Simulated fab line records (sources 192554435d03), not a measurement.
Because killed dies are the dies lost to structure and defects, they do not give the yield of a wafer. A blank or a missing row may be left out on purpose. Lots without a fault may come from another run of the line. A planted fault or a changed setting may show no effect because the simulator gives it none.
Chamber matching :: flow n5Finfet :: N5_FIN_SAQP_PECVD_06 on pecvd-04 has 3 sister chambers
The step deposits a-Si from SiH4/He, target thk 60 nm, time 48.1 s. 3 wafers are shown with their chamber, then 8 later ones without.

## WAFERS WITH THEIR CHAMBER
wafer: L956.2
chamber: 1
throttleValvePct (%): 17.6

wafer: L956.5
chamber: 2
throttleValvePct (%): 16.7

wafer: L964.3
chamber: 0
throttleValvePct (%): 19.2

## WAFERS WITHOUT THEIR CHAMBER
wafer: L964.4
throttleValvePct (%): 16.5

wafer: L964.6
throttleValvePct (%): 17.9

wafer: L966.1
throttleValvePct (%): 18.9

wafer: L966.5
throttleValvePct (%): 17.5

wafer: L966.6
throttleValvePct (%): 16.5

wafer: L969.1
throttleValvePct (%): 18.0

wafer: L969.2
throttleValvePct (%): 19.1

wafer: L969.3
throttleValvePct (%): 16.3

## CHAMBER TAKEN BY EACH
wafer: L964.4
from the rows above: 2
in truth: 2

wafer: L964.6
from the rows above: 1
in truth: 1

wafer: L966.1
from the rows above: 0
in truth: 0

wafer: L966.5
from the rows above: 1
in truth: 1

wafer: L966.6
from the rows above: 2
in truth: 2

wafer: L969.1
from the rows above: 1
in truth: 1

wafer: L969.2
from the rows above: 0
in truth: 0

wafer: L969.3
from the rows above: 2
in truth: 2
8 of 8 placed correctly. Not placeable from these rows: 0. Wrongly placed: 0.
How it was worked out, from the rows above alone: a wafer's distance from a chamber is the root of the sum, over the readings, of the square of ((its reading less the chamber's mean) divided by the reading's scatter). If the next closest chamber is less than 2 further off than the closest, the wafer can't be placed; otherwise it belongs to the closest. Each chamber's mean is taken over the wafers shown for it. The scatter: root of mean squared gap, hidden wafer to nearest shown wafer, with one shown wafer a chamber.
